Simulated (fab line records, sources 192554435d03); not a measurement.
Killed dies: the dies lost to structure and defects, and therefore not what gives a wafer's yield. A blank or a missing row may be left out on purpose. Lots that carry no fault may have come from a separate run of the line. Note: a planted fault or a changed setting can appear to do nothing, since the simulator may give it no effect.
Chamber matching ; flow n5-finfet ; N5_BEOL_M14_ETCH_68 on rie-diel-02: 4 sister chambers
The step etches SOC in N2/H2, time 450 s. 20 wafers are shown with their chamber, then 10 later ones without.

== EACH WAFER AND ITS CHAMBER ==
wafer;chamber;throttle-valve-pct (%);showerhead-plenum-p-Torr (Torr);oes-product-au (a.u.)
L074.1;3;17.94;2.51;0.67
L074.4;1;17.70;2.52;0.72
L074.5;2;17.29;2.63;0.75
L078.1;0;17.81;2.56;0.74
L078.2;2;17.29;2.62;0.75
L078.6;2;17.30;2.62;0.75
L081.2;0;17.80;2.55;0.75
L081.5;2;17.31;2.62;0.74
L081.6;3;17.97;2.51;0.67
L080.2;1;17.70;2.52;0.71
L080.3;0;17.81;2.55;0.76
L080.5;2;17.30;2.62;0.74
L082.1;0;17.82;2.55;0.75
L082.2;1;17.70;2.51;0.71
L082.3;2;17.31;2.62;0.74
L085.4;1;17.73;2.51;0.72
L085.5;2;17.33;2.62;0.75
L085.6;0;17.82;2.55;0.75
L084.2;2;17.33;2.62;0.74
L084.3;0;17.83;2.55;0.74

SIGNATURES, as means of the wafers listed above
reading;chamber 0;chamber 1;chamber 2;chamber 3;scatter within a chamber
throttle-valve-pct;17.8150;17.7075;17.3075;17.9550;0.0146
showerhead-plenum-p-Torr;2.5517;2.5150;2.6212;2.5100;0.00411
oes-product-au;0.7483;0.7150;0.7450;0.6700;0.00604
Rule: for a wafer and a chamber, the distance is found by dividing, reading by reading, the gap between the wafer's reading and the chamber's mean by the reading's scatter, squaring, summing and taking the root. The wafer belongs to the nearest chamber; if the next one is less than 2 further off, it can't be placed. The scatter: the root of (the sum of the squares of (reading less its chamber's mean) over the shown wafers, divided by (wafers less chambers)).

== WAFERS WITHOUT THEIR CHAMBER ==
wafer;throttle-valve-pct (%);showerhead-plenum-p-Torr (Torr);oes-product-au (a.u.)
L084.4;17.73;2.51;0.71
L087.2;17.84;2.55;0.74
L087.3;17.35;2.62;0.73
L087.6;17.74;2.51;0.70
L092.1;17.75;2.50;0.69
L092.4;17.87;2.54;0.73
L092.6;17.86;2.54;0.73
L091.2;17.86;2.54;0.73
L091.4;17.77;2.50;0.69
L091.5;17.54;2.50;0.95

== CHAMBER TAKEN BY EACH ==
wafer;from the rows above;in truth
L084.4;1;1
L087.2;0;0
L087.3;2;2
L087.6;1;1
L092.1;1;1
L092.4;0;0
L092.6;0;0
L091.2;0;0
L091.4;1;1
L091.5;can't be placed: 0 or 1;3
9 of 10 placed correctly. Can't be placed from these rows: 1 (the true chamber is among the candidates in 0). Wrongly placed: 0.
